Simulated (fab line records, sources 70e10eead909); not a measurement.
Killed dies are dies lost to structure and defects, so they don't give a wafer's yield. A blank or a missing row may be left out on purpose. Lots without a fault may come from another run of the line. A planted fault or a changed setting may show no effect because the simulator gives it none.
fab line records | flow nand_harc
record lots=12 wafers=36 last_day=32
route steps=1302 shown A_CONTACT@1012 END@1302
lots that met no fault: from a run of the same line without faults
start_h: hours from the record's first day to the start of the lot's first wafer shown | wait_h: hours since the lot's step before | " the same as in the row above | L1.1+2: a row that stands for several wafers | - no value, or no start given | * or withheld: withheld | < > ~ a bound
route shown NAME@n: a module of which the file shows steps, and the number in the route of the first | usual: mean/standard deviation of fault-free wafers | same: alike in all rows | chamber/n: place in a boat | sites: the reading at each site | _std_site: their standard deviation | _edge_site: outer sites' mean less inner sites' | radius_mm: how far each site lies from the wafer's centre | mask NAME#n: copy n | behind: the tool/chamber that last shaped the wafer | hold: why the lot was held/for how many hours/how that ended | device: the transistor (n, p or np) that didn't switch | end of line: the same wafers' tests at the end of the route | a step without rows: its recipe alone | killed: dies lost to structure and defects at the first sort, not the wafer's yield | map: a wafer's dies, x killed, . not, _ none there
set.NAME: the setting as run; set.NAME@STEP: as run at that earlier step | model.NAME: the simulator's own value behind a step, which no gauge read
steps of the route over a sample of lots; a table a step, a row a wafer
services: from which hour (start_h, from the record's first day; less than 0 if before it) a tool's chamber was out of use, for how many hours, and why
## steps
# step NHARC_A_CONTACT_ETCH_118
# recipe source_w=withheld pressure_mtorr=20 bias_v=3000 time_s=190 target_depth_a=18500 ar_flow_sccm=withheld c4f8_flow_sccm=withheld o2_flow_sccm=withheld chemistry=C4F8/O2/Ar
# usual run_length_s=190/0
# same time_s=190
# columns lot.wafer tool chamber start_h wait_h rf_hours_counter_h run_length_s
L435.2 har_cap_etch-01 1 495.39 0.1 127 190
L435.1 " 0 " " 127 190
L435.6 " 1 " " - 190
L437.1 har_cap_etch-03 1 513.50 0.1 42 190
L437.4 " 0 " " - 190
L437.5 " 1 " " - 190
L438.2 har_cap_etch-02 0 516.39 0.1 90 190
L438.4 " 1 " " - 190
L438.5 " 1 " " - 190
L440.2 har_cap_etch-01 1 546.43 0.2 9 190
L440.4 " 1 " " - 190
L440.5 " 0 " " - 190
L443.4 har_cap_etch-01 1 573.70 0.1 - 190
L443.3 " 0 " " - 190
L443.5 " 1 " " - 190
L448.1 har_cap_etch-02 0 616.21 0.1 106 190
L448.2 " 1 " " 106 190
L448.3 " 0 " " - 190
L446.2 har_cap_etch-03 0 617.57 0.1 60 190
L446.3 " 0 " " - 190
L446.6 " 1 " " - 190
L447.1 har_cap_etch-02 0 626.92 0.1 108 190
L447.4 " 1 " " - 190
L447.3 " 0 " " - 190
L453.2 har_cap_etch-02 0 674.06 0.1 119 190
L453.4 " 0 " " - 190
L453.6 " 1 " " - 190
L455.2 har_cap_etch-02 0 691.80 0.1 123 190
L455.1 " 1 " " 123 190
L455.3 " 0 " " - 190
L458.1 har_cap_etch-01 1 699.69 0.1 38 190
L458.3 " 0 " " - 190
L458.5 " 1 " " - 190
L457.1 har_cap_etch-01 0 706.25 0.1 40 190
L457.4 " 0 " " - 190
L457.6 " 1 " " - 190
# step NHARC_A_CONTACT_ETCH_119
# recipe source_w=withheld pressure_mtorr=20 bias_v=3000 time_s=190 target_depth_a=18500 ar_flow_sccm=withheld c4f8_flow_sccm=withheld o2_flow_sccm=withheld chemistry=C4F8/O2/Ar
# usual run_length_s=190/0
# same time_s=190
# columns lot.wafer tool chamber start_h wait_h rf_hours_counter_h run_length_s
L435.2 har_cap_etch-01 1 495.56 0.1 127 190
L435.1 " 0 " " 127 190
L435.6 " 1 " " - 190
L437.1 har_cap_etch-03 1 513.67 0.1 42 190
L437.4 " 0 " " - 190
L437.5 " 1 " " - 190
L438.2 har_cap_etch-02 0 516.56 0.1 90 190
L438.4 " 1 " " - 190
L438.5 " 1 " " - 190
L440.2 har_cap_etch-01 1 546.66 0.2 9 190
L440.4 " 1 " " - 190
L440.5 " 0 " " - 190
L443.4 har_cap_etch-01 1 573.87 0.1 - 190
L443.3 " 0 " " - 190
L443.5 " 1 " " - 190
L448.1 har_cap_etch-02 0 616.39 0.1 106 190
L448.2 " 1 " " 106 190
L448.3 " 0 " " - 190
L446.2 har_cap_etch-03 0 617.74 0.1 60 190
L446.3 " 0 " " - 190
L446.6 " 1 " " - 190
L447.1 har_cap_etch-02 0 627.09 0.1 108 190
L447.4 " 1 " " - 190
L447.3 " 0 " " - 190
L453.2 har_cap_etch-02 0 674.23 0.1 119 190
L453.4 " 0 " " - 190
L453.6 " 1 " " - 190
L455.2 har_cap_etch-02 0 691.97 0.1 123 190
L455.1 " 1 " " 123 190
L455.3 " 0 " " - 190
L458.1 har_cap_etch-01 1 699.86 0.1 38 190
L458.3 " 0 " " - 190
L458.5 " 1 " " - 190
L457.1 har_cap_etch-01 0 706.42 0.1 41 190
L457.4 " 0 " " - 190
L457.6 " 1 " " - 190
# step NHARC_A_CONTACT_ETCH_120
# recipe source_w=withheld pressure_mtorr=20 bias_v=3000 time_s=190 target_depth_a=18500 ar_flow_sccm=withheld c4f8_flow_sccm=withheld o2_flow_sccm=withheld chemistry=C4F8/O2/Ar
# usual run_length_s=190/0
# same time_s=190
# columns lot.wafer tool chamber start_h wait_h rf_hours_counter_h run_length_s
L435.2 har_cap_etch-01 1 495.73 0.1 127 190
L435.1 " 0 " " 127 190
L435.6 " 1 " " - 190
L437.1 har_cap_etch-03 1 513.84 0.1 42 190
L437.4 " 0 " " - 190
L437.5 " 1 " " - 190
L438.2 har_cap_etch-02 0 516.73 0.1 90 190
L438.4 " 1 " " - 190
L438.5 " 1 " " - 190
L440.2 har_cap_etch-01 1 546.89 0.2 9 190
L440.4 " 1 " " - 190
L440.5 " 0 " " - 190
L443.4 har_cap_etch-01 1 574.04 0.1 - 190
L443.3 " 0 " " - 190
L443.5 " 1 " " - 190
L448.1 har_cap_etch-02 0 616.56 0.1 106 190
L448.2 " 1 " " 106 190
L448.3 " 0 " " - 190
L446.2 har_cap_etch-03 0 617.91 0.1 60 190
L446.3 " 0 " " - 190
L446.6 " 1 " " - 190
L447.1 har_cap_etch-02 0 627.26 0.1 108 190
L447.4 " 1 " " - 190
L447.3 " 0 " " - 190
L453.2 har_cap_etch-02 0 674.40 0.1 119 190
L453.4 " 0 " " - 190
L453.6 " 1 " " - 190
L455.2 har_cap_etch-02 0 692.14 0.1 123 190
L455.1 " 1 " " 123 190
L455.3 " 0 " " - 190
L458.1 har_cap_etch-01 1 700.03 0.1 38 190
L458.3 " 0 " " - 190
L458.5 " 1 " " - 190
L457.1 har_cap_etch-01 0 706.60 0.1 41 190
L457.4 " 0 " " - 190
L457.6 " 1 " " - 190
# step NHARC_A_CONTACT_ETCH_102
# recipe target_depth_a=1000 overetch_a=100 time_s=55 ion_energy_ev=100 cf4_flow_sccm=80 o2_flow_sccm=20 ar_flow_sccm=0 rf_w=300 bias_w=100 chemistry=CF4/O2
# usual drypump_motor_current_A=5.7/0.51 oes_o_777_au=1.001/0.0043 oes_product_au=0.999/0.013 rf_fwd_power_W=296.6/1.4 rf_vpp_V=197.9/1.4 run_length_s=76.2/0.55 showerhead_plenum_p_Torr=1.34/0.056 throttle_valve_pct=13.398/0.0098
# columns lot.wafer tool chamber start_h wait_h drypump_motor_current_A oes_o_777_au oes_product_au rf_fwd_power_W rf_hours_counter_h rf_vpp_V run_length_s showerhead_plenum_p_Torr throttle_valve_pct
L435.2 rie_diel-04 2 497.81 0.1 6.3 1.001 1.012 295.9 20 196.3 75.5 1.29 13.411
L435.1 " 3 " " 5.0 1.001 0.984 296.7 22 196.3 77.0 1.25 13.397
L435.6 " 1 " " 5.5 1.000 0.985 298.0 - 197.1 75.6 1.35 13.386
L437.1 rie_diel-04 1 516.05 0.1 5.5 0.994 1.011 295.6 26 197.7 75.6 1.35 13.401
L437.4 " 1 " " 5.5 0.994 0.999 295.6 - 198.5 75.7 1.35 13.393
L437.5 " 2 " " 6.3 0.996 1.005 296.3 - 198.0 75.9 1.28 13.406
L438.2 rie_diel-04 0 518.80 0.1 6.0 0.997 0.996 293.7 20 199.0 76.2 1.40 13.401
L438.4 " 0 " " 6.0 1.002 1.010 295.5 - 197.6 76.1 1.40 13.396
L438.5 " 2 " " 6.4 0.999 0.995 295.8 - 197.2 75.9 1.28 13.392
L440.2 rie_diel-04 0 549.19 0.1 6.0 0.998 1.007 293.6 1 199.1 76.3 1.40 13.389
L440.4 " 2 " " 6.4 0.990 0.978 297.2 1 195.7 76.0 1.28 13.426
L440.5 " 0 " " 6.0 1.005 1.003 295.2 - 198.5 76.5 1.40 13.401
L443.4 rie_diel-04 2 575.98 0.1 6.3 1.006 0.990 296.7 6 197.6 75.7 1.28 13.409
L443.3 " 1 " " 5.5 1.000 0.995 295.2 5 197.9 75.9 1.34 13.398
L443.5 " 2 " " 6.3 1.001 0.994 295.4 - 196.1 75.6 1.28 13.397
L448.1 rie_diel-08 3 618.55 0.1 5.1 1.003 1.012 298.7 27 199.2 76.9 1.35 13.407
L448.2 " 1 " " 5.5 0.998 0.985 297.0 18 198.1 76.0 1.33 13.409
L448.3 " 2 " " 6.3 1.000 0.998 298.0 27 198.2 75.2 1.33 13.396
L446.3 rie_diel-04 2 619.91 0.0 6.3 1.001 0.992 296.8 12 196.0 75.9 1.28 13.406
L446.2 " 0 " " 6.0 0.995 0.998 295.7 11 198.9 76.1 1.40 13.406
L446.6 " 2 " " 6.4 0.997 0.986 295.9 - 197.4 75.5 1.28 13.399
L447.1 rie_diel-04 3 629.22 0.1 5.0 1.001 0.987 298.2 14 195.3 77.3 1.24 13.395
L447.3 " 0 " " 6.0 1.002 1.003 295.2 13 199.8 76.4 1.40 13.391
L447.4 " 1 " " 5.5 0.997 0.990 295.3 13 197.0 75.4 1.34 13.385
L453.4 rie_diel-04 1 676.48 0.1 5.5 1.008 0.996 - 24 197.6 67.7 1.34 13.386
L453.2 " 2 " " 6.4 0.992 0.996 296.3 22 196.3 76.3 1.28 13.393
L453.6 " 1 " " 5.5 0.997 1.000 - - 198.2 67.7 1.34 13.397
L455.2 rie_diel-10 3 694.23 0.1 5.7 1.003 0.974 297.8 28 198.8 77.2 1.33 13.381
L455.1 " 0 " " 5.0 1.009 1.002 294.6 33 199.8 76.0 1.42 13.407
L455.3 " 1 " " 5.5 1.002 0.999 297.7 30 200.7 76.1 1.40 13.397
L458.3 rie_diel-04 2 702.01 0.1 6.4 1.000 0.986 295.7 26 197.0 75.9 1.28 13.391
L458.1 " 0 " " 6.0 1.001 1.008 294.8 28 198.5 76.3 1.39 13.379
L458.5 " 1 " " 5.5 0.997 0.987 - - 199.6 67.7 1.34 13.402
L457.4 rie_diel-08 2 708.59 0.1 6.3 0.999 1.022 296.0 57 198.3 75.9 1.32 13.397
L457.1 " 0 " " 6.0 0.999 1.039 296.2 53 200.4 76.2 1.42 13.400
L457.6 " 2 " " 6.3 1.002 1.008 297.0 - 198.3 75.3 1.32 13.405
# step NHARC_END_SORT_01
# recipe temp_c=25
# usual killed_at_array=56/19 killed_at_other=0.6/1 killed_at_periphery=3.9/2.7 killed_dies=61/19 killed_open=3.3/1.9 killed_short=2.4/1.7
# same gross_dies=677
# columns lot.wafer tool chamber start_h wait_h killed_at_array killed_at_other killed_at_periphery killed_dies killed_open killed_short
L453.2 prober-01 0 743.73 2.8 62 1 8 71 5 3
L453.4 prober-01 0 745.31 3.4 672 1 4 677 2 3
L453.6 prober-01 0 746.90 4.0 672 0 5 677 5 0
L458.1 prober-02 0 772.83 2.5 69 0 6 75 2 7
L458.3 prober-02 0 774.44 3.1 75 0 0 75 2 6
L458.5 prober-02 0 776.06 3.7 668 0 9 677 3 1
# killed by level:class
L453.2 A_SLIT:chamber_film_flake=29 A_CHANNEL_HOLE_D1:chamber_film_flake=10 A_SGD_CUT:chamber_film_flake=10 P_M1:chamber_film_flake=3 A_CONTACT:chamber_film_flake=3 A_SGD_CUT:geometric_particle:short=2 P_ZERO_WELL:chamber_film_flake=2 A_WL_FILL:chamber_film_flake=2
L453.4 A_CONTACT:area_etch=623 A_SLIT:chamber_film_flake=18 A_CHANNEL_HOLE_D1:chamber_film_flake=9 A_SGD_CUT:chamber_film_flake=9 A_CONTACT:chamber_film_flake=4 A_STAIRCASE:chamber_film_flake=3 A_DECK1_JOINT:geometric_particle:short=2 P_ZERO_WELL:chamber_film_flake=2
L453.6 A_CONTACT:area_etch=626 A_SLIT:chamber_film_flake=27 A_SGD_CUT:chamber_film_flake=6 A_CONTACT:chamber_film_flake=4 A_CHANNEL_HOLE_D1:chamber_film_flake=3 A_ONON_D1:geometric_particle:open=2 P_M1:chamber_film_flake=2 A_STAIRCASE:chamber_film_flake=2
L458.1 A_CHANNEL_HOLE_D2:chamber_film_flake=22 A_CONTACT:chamber_film_flake=17 A_SLIT:chamber_film_flake=8 A_CHANNEL_HOLE_D1:chamber_film_flake=6 A_ZERO_WELL:chamber_film_flake=4 A_WL_FILL:geometric_particle:short=2 P_ZERO_WELL:chamber_film_flake=2 P_STI:chamber_film_flake=2
L458.3 A_CHANNEL_HOLE_D2:chamber_film_flake=24 A_CHANNEL_HOLE_D1:chamber_film_flake=23 A_CONTACT:chamber_film_flake=14 A_ONON_D1:geometric_particle:short=2 A_CHANNEL_FILL_D1:geometric_particle:short=2 A_ZERO_WELL:chamber_film_flake=2 A_SLIT:chamber_film_flake=2 A_DECK1_JOINT:geometric_particle:open=1
L458.5 A_CONTACT:area_etch=589 A_CHANNEL_HOLE_D1:chamber_film_flake=24 A_CHANNEL_HOLE_D2:chamber_film_flake=22 A_CONTACT:chamber_film_flake=13 A_SLIT:chamber_film_flake=8 P_ZERO_WELL:chamber_film_flake=5 A_STAIRCASE:chamber_film_flake=4 A_ZERO_WELL:chamber_film_flake=4
## services
# columns tool chamber start_h hours kind
rie_diel-04 0 486.77 - clean
rie_diel-04 1 486.77 - clean
rie_diel-04 2 486.77 - clean
rie_diel-04 3 486.77 - clean
rie_diel-04 0 491.26 12.4 repair
rie_diel-10 - 491.56 33.9 repair
har_cap_etch-01 - 497.00 17.0 pm
har_cap_etch-01 0 497.00 17.0 vent_cycle
har_cap_etch-01 1 497.00 17.0 vent_cycle
rie_diel-04 0 511.27 - clean
rie_diel-04 1 511.27 - clean
rie_diel-04 2 511.27 - clean
rie_diel-04 3 511.27 - clean
har_cap_etch-01 0 514.00 - clean
har_cap_etch-01 1 514.00 - clean
har_cap_etch-01 1 514.00 - consumable_replace:focus_ring
rie_diel-04 3 515.41 4.2 repair
rie_diel-04 - 531.90 9.0 pm
rie_diel-08 - 541.65 3.1 repair
rie_diel-08 - 544.84 9.0 pm
rie_diel-10 - 597.01 9.0 pm
rie_diel-08 1 607.41 5.6 repair
rie_diel-04 2 651.55 7.8 repair
rie_diel-10 3 676.89 4.7 repair
## key
first_sign step=NHARC_A_CONTACT_ETCH_102 reading=run_length_s direction=down sigmas=15 usual=* struck=*
effect step=NHARC_END_SORT_01 reading=killed_dies direction=up sigmas=33 usual=61 struck=677
more_kills_born_at NHARC_A_CONTACT_ETCH_102@rie_diel-04=1838
met_at NHARC_A_CONTACT_ETCH_102
struck_lots L453,L458
struck_wafers L453.4,L453.6,L458.5
later_rows_left_out L453.4,L453.6,L458.5
tester_left_out L453,L458
not_acting_at NHARC_A_CONTACT_ETCH_118,NHARC_A_CONTACT_ETCH_119,NHARC_A_CONTACT_ETCH_120
onset_between 629.22 676.48
fault kind=process_parameter_drift tool=rie_diel-04 chamber=1 onset_h=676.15 steps=NHARC_A_CONTACT_ETCH_102 channel=time_s offset=* shape=step end_h=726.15 acts_in=* stated=*
# tester_left_out: of these lots the tester's yield and bins aren't shown, on N5 and GAA mostly nor the transistor test; their killed dies are dies lost to structure and defects alone, not to doping, threshold or leakage, so they don't give the yield
# later_rows_left_out: the simulator's readings of these wafers behind a module that went badly wrong aren't trusted and aren't shown, but for the sort
